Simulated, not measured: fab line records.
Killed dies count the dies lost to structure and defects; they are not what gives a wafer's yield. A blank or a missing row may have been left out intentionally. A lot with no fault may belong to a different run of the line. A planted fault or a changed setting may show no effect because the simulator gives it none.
Which tool was responsible? -- flow n5Finfet -- 9 lots, 27 wafers sampled, at 6 steps of a route of 1938

== WHAT EACH GAUGE READ, for each wafer ==
N5_BEOL_M3_OVL_MEAS_29. Usual: for V2_OVL the level is 0.6 nm and the standard deviation is 0.63.
lot,measured,on,V2_OVL (nm),flag
L151,day 7 03:34,overlay-02,1.2 0.7 1.0,
L152,day 7 04:39,overlay-02,-0.1 0.4 0.3,
L157,day 8 13:01,overlay-02,1.1 0.9 1.6,
L156,day 8 15:28,overlay-02,1.9 1.1 1.3,
L159,day 9 02:04,overlay-02,0.1 1.8 1.0,
L163,day 10 03:28,overlay-01,-0.4 0.6 -0.1,
L170,day 11 22:31,overlay-02,0.5 0.4 0.2,
L172,day 12 01:12,overlay-01,0.7 1.2 0.7,
L174,day 12 17:00,overlay-01,0.4 1.2 1.0,

N5_BEOL_M3_OCD_MEAS_38. Usual: trenchDepthNm at 55.3 nm, with a standard deviation of 0.98.
lot,measured,on,trenchDepthNm (nm),flag
L151,day 7 05:52,ocd-01,54.9 54.4 55.8,
L152,day 7 06:22,ocd-01,55.6 55.2 55.7,
L157,day 8 14:01,ocd-02,57.5 55.2 55.2,
L156,day 8 17:18,ocd-02,54.7 55.5 54.8,
L159,day 9 03:13,ocd-02,55.5 55.1 55.0,
L163,day 10 04:25,ocd-02,54.5 64.0 55.0,
L170,day 11 23:57,ocd-02,55.0 56.3 57.4,
L172,day 12 09:10,ocd-02,54.8 55.8 56.9,
L174,day 12 18:33,ocd-01,55.5 54.3 53.5,

N5_BEOL_M4_RC_MEAS_101. Usual: DIBL_N 35.9 mV/V, standard deviation 1.6; DIBL_P 35.6 mV/V, standard deviation 2.1; IOFF_N 0.149 nA/um, standard deviation 0.029; IOFF_P 0.20 nA/um, standard deviation 0.033; ION_N 671 uA/um, standard deviation 11; ION_P 460 uA/um, standard deviation 7.3; SS_N 71.4 mV/dec, standard deviation 0.62; SS_P 73.2 mV/dec, standard deviation 0.65; VT_N 251 mV, standard deviation 3.1; VT_P -251 mV, standard deviation 3.4.
lot,measured,on,DIBL_N (mV/V),DIBL_P (mV/V),IOFF_N (nA/um),IOFF_P (nA/um),ION_N (uA/um),ION_P (uA/um),SS_N (mV/dec),SS_P (mV/dec),VT_N (mV),VT_P (mV),flag
L151,day 7 21:37,prober-02,35.4 34.5 34.0,33.8 34.4 34.4,0.133 0.124 0.116,0.15 0.15 0.16,662 656 655,445 451 453,70.8 70.5 69.8,72.5 72.7 72.6,251 254 254,-258 -256 -257,
L152,day 7 22:20,prober-01,36.1 36.0 34.9,35.7 36.3 33.9,0.154 0.150 0.130,0.20 0.22 0.18,668 666 672,459 460 459,71.1 71.1 70.7,73.1 73.1 73.0,253 252 253,-249 -248 -252,
L157,day 9 04:26,prober-02,36.4 35.6 36.7,36.1 37.0 38.0,0.144 0.144 0.158,0.17 0.18 0.20,659 665 668,444 452 459,72.3 71.3 71.3,72.7 72.4 73.1,252 250 251,-258 -254 -252,
L156,day 9 07:43,prober-02,35.4 34.4 36.6,33.4 31.4 34.7,0.133 0.114 0.152,0.18 0.15 0.19,668 664 677,459 456 459,70.8 71.0 71.3,72.8 72.5 73.8,251 254 250,-251 -254 -251,
L159,day 9 17:02,prober-01,36.0 36.4 36.3,38.9 37.9 38.7,0.162 0.158 0.175,0.24 0.22 0.24,676 681 704,477 468 480,70.3 71.3 71.8,73.6 73.6 73.8,250 248 248,-247 -248 -245,
L163,day 10 17:42,prober-02,37.6 37.4 33.8,37.5 37.5 32.5,0.173 0.169 0.115,0.20 0.19 0.14,676 675 655,456 458 450,71.4 71.1 70.4,73.9 73.7 72.9,248 248 251,-255 -254 -256,
L170,day 12 17:01,prober-02,35.2 34.2 35.3,34.6 32.9 34.5,0.132 0.123 0.137,0.20 0.18 0.19,664 653 656,459 455 454,71.1 71.3 71.7,73.1 72.2 72.8,252 254 253,-249 -251 -250,
L172,day 13 00:59,prober-02,36.6 35.3 35.5,35.6 35.2 34.1,0.183 0.175 0.161,0.23 0.23 0.20,677 686 670,466 469 457,72.1 71.3 72.1,73.3 73.8 73.5,245 245 248,-249 -248 -251,
L174,day 13 15:45,prober-02,34.6 34.9 35.7,34.7 33.6 34.8,0.133 0.135 0.154,0.19 0.16 0.19,665 679 681,458 461 459,71.8 71.3 71.5,72.8 72.4 73.6,251 252 250,-251 -253 -249,

== TOOL THAT RAN EACH LOT (tool first, then ch and the chambers of the sampled wafers, then the start) ==
lot,N5_BEOL_M3_STRIP_19,N5_BEOL_M3_TRENCH_ETCH_37,N5_BEOL_M3_STRIP_97
L151,"rieDiel-03 ch 2,3, day 7 03:08","rieDiel-01 ch 2,3, day 7 05:43","rieDiel-01 ch 2,3, day 7 05:52 or earlier"
L152,"rieDiel-04 ch 0,1,2, day 7 04:13","rieDiel-04 ch 1,2, day 7 06:13","rieDiel-04 ch 1,2, day 7 06:22 or earlier"
L157,"rieDiel-01 ch 0,2,3, day 8 12:36","rieDiel-04 ch 1,2,3, day 8 13:52","rieDiel-04 ch 1,2,3, day 8 14:01 or earlier"
L156,"rieDiel-04 ch 0,2,3, day 8 15:03","rieDiel-03 ch 1,2, day 8 17:08","rieDiel-03 ch 1,2, day 8 17:18 or earlier"
L159,"rieDiel-03 ch 1,2,3, day 9 01:38","rieDiel-03 ch 1,2,3, day 9 03:04","rieDiel-03 ch 1,2,3, day 9 03:13 or earlier"
L163,"rieDiel-01 ch 0,2,3, day 10 03:02","rieDiel-03 ch 1,2, day 10 04:16","rieDiel-03 ch 1,2, day 10 04:25 or earlier"
L170,"rieDiel-04 ch 0,1,3, day 11 22:04","rieDiel-04 ch 0,1, day 11 23:47","rieDiel-04 ch 0,1, day 11 23:57 or earlier"
L172,"rieDiel-01 ch 1,3, day 12 00:46","rieDiel-04 ch 0,1,2, day 12 09:01","rieDiel-04 ch 0,1,2, day 12 09:10 or earlier"
L174,"rieDiel-01 ch 0,2, day 12 16:35","rieDiel-01 ch 1,2, day 12 18:24","rieDiel-01 ch 1,2, day 12 18:33 or earlier"
- N5_BEOL_M3_STRIP_19: strips in O2.
- N5_BEOL_M3_TRENCH_ETCH_37: etches SiOC in C4F6/O2, target depth 55.555 nm, time 29.2 s.
- N5_BEOL_M3_STRIP_97: strips in N2/H2, time 10 s.

== WHAT THE TOOLS THEMSELVES READ (means of the sampled wafers that have a number; where no wafer has one, the mark that the record gives instead) ==
N5_BEOL_M3_STRIP_19. Usual: drypumpMotorCurrentA 5.7 A, standard deviation 0.44; oesProductAu 0.76 a.u., standard deviation 0.087; rfVppV 3.7 V, standard deviation 0.49; showerheadPlenumPTorr 2.09 Torr, standard deviation 0.065; throttleValvePct 16.81 %, standard deviation 0.28.
lot,tool,drypumpMotorCurrentA (A),oesProductAu (a.u.),rfVppV (V),showerheadPlenumPTorr (Torr),throttleValvePct (%),flag
L151,rieDiel-03,5.3,0.75,3.3,2.13,16.94,
L152,rieDiel-04,5.5,0.70,3.4,2.08,16.73,
L157,rieDiel-01,5.8,0.72,4.2,2.10,16.94,
L156,rieDiel-04,5.5,0.71,3.6,2.09,16.88,
L159,rieDiel-03,5.5,0.74,3.8,2.10,16.95,
L163,rieDiel-01,5.8,0.81,4.0,2.10,16.81,
L170,rieDiel-04,5.5,0.76,3.7,2.04,16.89,
L172,rieDiel-01,5.9,0.75,3.7,2.04,16.62,
L174,rieDiel-01,6.0,0.77,3.7,2.12,16.89,

N5_BEOL_M3_TRENCH_ETCH_37. Usual: drypumpMotorCurrentA 5.6 A, standard deviation 0.44; oesProductAu 0.75 a.u., standard deviation 0.083; rfVppV 663 V, standard deviation 9.9; runLengthS 52.5 s, standard deviation 0.51; showerheadPlenumPTorr 2.84 Torr, standard deviation 0.085; throttleValvePct 20.99 %, standard deviation 0.26.
lot,tool,drypumpMotorCurrentA (A),oesProductAu (a.u.),rfVppV (V),runLengthS (s),showerheadPlenumPTorr (Torr),throttleValvePct (%),flag
L151,rieDiel-01,6.1,0.74,653,52.5,2.80,20.88,
L152,rieDiel-04,6.0,0.70,670,52.3,2.87,20.93,
L157,rieDiel-04,5.9,0.82,669,53.0,2.86,20.86,
L156,rieDiel-03,5.7,0.74,658,52.4,2.82,21.14,
L159,rieDiel-03,5.5,0.74,659,52.3,2.86,21.16,
L163,rieDiel-03,5.6,0.73,653,53.6,2.78,21.19,
L170,rieDiel-04,5.6,0.84,673,52.1,2.78,20.91,
L172,rieDiel-04,5.5,0.76,669,52.6,2.81,20.82,
L174,rieDiel-01,6.2,0.75,657,52.2,2.84,20.85,

N5_BEOL_M3_STRIP_97. Usual: drypumpMotorCurrentA 5.6 A, standard deviation 0.44; oesProductAu 0.75 a.u., standard deviation 0.084; rfVppV 59.1 V, standard deviation 0.91; showerheadPlenumPTorr 2.52 Torr, standard deviation 0.083; throttleValvePct 23.7 %, standard deviation 0.33.
lot,tool,drypumpMotorCurrentA (A),oesProductAu (a.u.),rfVppV (V),showerheadPlenumPTorr (Torr),throttleValvePct (%),flag
L151,rieDiel-01,6.1,0.74,58.4,2.51,23.7,
L152,rieDiel-04,6.0,0.70,59.9,2.55,23.6,
L157,rieDiel-04,5.9,0.82,59.2,2.54,23.5,
L156,rieDiel-03,5.7,0.74,58.4,2.49,23.9,
L159,rieDiel-03,5.5,0.73,58.8,2.52,23.7,
L163,rieDiel-03,5.6,0.73,59.1,2.45,23.9,
L170,rieDiel-04,5.6,0.84,58.8,2.45,23.7,
L172,rieDiel-04,5.5,0.76,58.5,2.50,23.6,
L174,rieDiel-01,6.2,0.74,59.3,2.53,23.7,

== THE ANSWER, worked out from the rows above alone ==
Rule: a lot counts as off when the mean over its wafers that have a number is more than 3 standard deviations away from the usual mean. A lot without any number at a reading at which 4 lots or more have one is off too. Any other lot the step has rows for is counted as sound. Order of review: gauges by route order, followed by the tools' own readings, for which a lot's mean as printed above is used. At the first step where some lot is off, the reading lying furthest off is the one used; lots without a number count as furthest.
None of the lots is off at any reading shown; this tells nothing.

== WHAT HAD BEEN PUT IN BY THE SIMULATOR ==
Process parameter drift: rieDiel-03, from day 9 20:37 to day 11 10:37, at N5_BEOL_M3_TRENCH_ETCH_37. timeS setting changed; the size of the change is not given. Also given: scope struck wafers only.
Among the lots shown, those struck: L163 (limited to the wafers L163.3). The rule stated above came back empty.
